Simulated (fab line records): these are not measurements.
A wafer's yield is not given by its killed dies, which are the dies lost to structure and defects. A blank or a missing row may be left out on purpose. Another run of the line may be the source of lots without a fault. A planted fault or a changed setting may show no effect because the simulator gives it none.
Struck lot and sound lot, side by side :: flow n5-finfet :: 15 out of 1938 route steps
Sound: the wafers L539.1, L539.3, L539.5. Struck: wafers L547.2, L547.4. (L547.1 of the same lot was not struck and is left out.) The cause comes at the end.
Each step with rows lists, per side, the tool, then ch with its chambers, then its first start. Under that, the readings that differ: sound wafers :: struck wafers :: difference of the means :: sigmas: that difference in standard deviations of wafers without a fault.
alike: words and numbers the same on both sides, and readings whose means are apart by under 2 such deviations; not compared: readings that were withheld, readings missing a value for some wafer, numbers with overlapping values and no deviation given by the record, and bounds like >300 which may hide the same value.
The two part at a step that has a row with sigmas, a row that says differs or no value, or rows on one side only. Numbers that have no deviation but don't overlap get no sigmas and don't part them. A reading missing from all wafers of one side parts the sides only when that side holds two or more wafers.

first, 7 steps without rows for these wafers: N5_MIM_BOT_LITHO_COAT_02; N5_MIM_BOT_LITHO_EBR_04; N5_MIM_BOT_LITHO_SOFTBAKE_03 (time 90 s); N5_MIM_BOT_LITHO_EXPOSE_05 (exposes mask MIM BOT); N5_MIM_BOT_LITHO_PEB_06; N5_MIM_BOT_LITHO_DEVELOP_07 (develop time 60 s); N5_MIM_BOT_LITHO_HARDBAKE_09 (time 120 s).
N5_MIM_BOT_LITHO_CD_MEAS_08: the cd target is 3000 nm.
  sound on cd-sem-01 ch 0, day 14 20:22; struck on cd-sem-01 ch 0, day 15 12:45
  alike: cd-nm
N5_MIM_BOT_LITHO_OVL_MEAS_11:
  sound on overlay-02 ch 0, day 14 20:24; struck on overlay-02 ch 0, day 15 12:47
  alike: MIM_BOT_OVL
N5_MIM_BOT_LITHO_INSPECT_12: inspects for defects (macro).
  sound on defect-inspect-01, day 14 20:25; struck on defect-inspect-02, day 15 12:49
  alike: raw-defect-count
N5_MIM_BOT_LITHO_DESCUM_10: chemistry O2, time 7.9 s.
  sound on rie-diel-01 ch 0,2,3, day 14 20:27; struck on rie-diel-03 ch 0,2, day 15 12:50
  alike: drypump-motor-current-A, oes-product-au, rf-vpp-V, showerhead-plenum-p-Torr, throttle-valve-pct
  not compared: rf-hours-counter-h
N5_MIM_BOT_ETCH_ETCH_04: etches SiNx in CF4/O2, target depth 26 nm, time 13 s.
  sound on rie-diel-01 ch 0,2,3, day 14 20:31; struck on rie-diel-03 ch 0,2, day 15 12:55
  alike: drypump-motor-current-A, mfc-ar-sccm, oes_o_777_au, oes-product-au, rf-fwd-power-W, rf-vpp-V, showerhead-plenum-p-Torr, throttle-valve-pct
  not compared: rf-hours-counter-h
N5_MIM_BOT_ETCH_ETCH_03: etches the open film in Cl2/BCl3, target depth 12 nm.
  sound on rie-metal-03 ch 0,1, day 14 20:37; struck on rie-metal-02 ch 0, day 15 12:59
reading: rf-fwd-power-W (W)
sound: 799.2 794.8 795.6
struck: 602.3 603.5
difference: -193.6
sigmas: -74

reading: throttle-valve-pct (%)
sound: 27.72 27.44 27.72
struck: 27.39 27.37
difference: -0.25
sigmas: -3

reading: model.etch.depth-nm (nm)
sound: 11.78 12.17 11.73
struck: 9.496 9.433
difference: -2.429
sigmas: 

reading: model.MIM_BOT_ETCH.cd-offset-nm (nm)
sound: 0 0.4 0.2
struck: 1.2 1
difference: +0.9
sigmas: 
  alike: drypump-motor-current-A, oes-product-au
  not compared: rf-hours-counter-h
N5_MIM_BOT_ETCH_ETCH_00: etches TiN in Cl2/BCl3, target depth 45.5 nm.
  sound on rie-metal-03 ch 0,1, day 14 20:42; struck on rie-metal-02 ch 0, day 15 13:05
reading: throttle-valve-pct (%)
sound: 22.17 21.78 22.14
struck: 21.83 21.81
difference: -0.21
sigmas: -2

reading: model.MIM_BOT_ETCH.cd-offset-nm (nm)
sound: -0.2 0 0
struck: 1.2 1
difference: +1.2
sigmas: 
  alike: drypump-motor-current-A, mfc-ar-sccm, oes-product-au, rf-fwd-power-W
  not compared: rf-hours-counter-h
N5_MIM_BOT_ETCH_STRIP_01: strips in O2.
  sound on rie-diel-03 ch 0,1, day 14 20:50; struck on rie-diel-06 ch 0,2, day 15 13:22
reading: oes-product-au (a.u.)
sound: 0.82 0.95 0.84
struck: 0.71 0.70
difference: -0.17
sigmas: -2
  alike: drypump-motor-current-A, rf-vpp-V, showerhead-plenum-p-Torr, throttle-valve-pct
  not compared: rf-hours-counter-h

WHERE THEY PART
First at N5_MIM_BOT_ETCH_ETCH_03; last, within this record, at N5_MIM_BOT_ETCH_STRIP_01.

WHY: whatever the simulator had introduced
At N5_MIM_BOT_ETCH_ETCH_03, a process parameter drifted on rie-metal-02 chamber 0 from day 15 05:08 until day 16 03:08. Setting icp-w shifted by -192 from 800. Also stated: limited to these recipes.
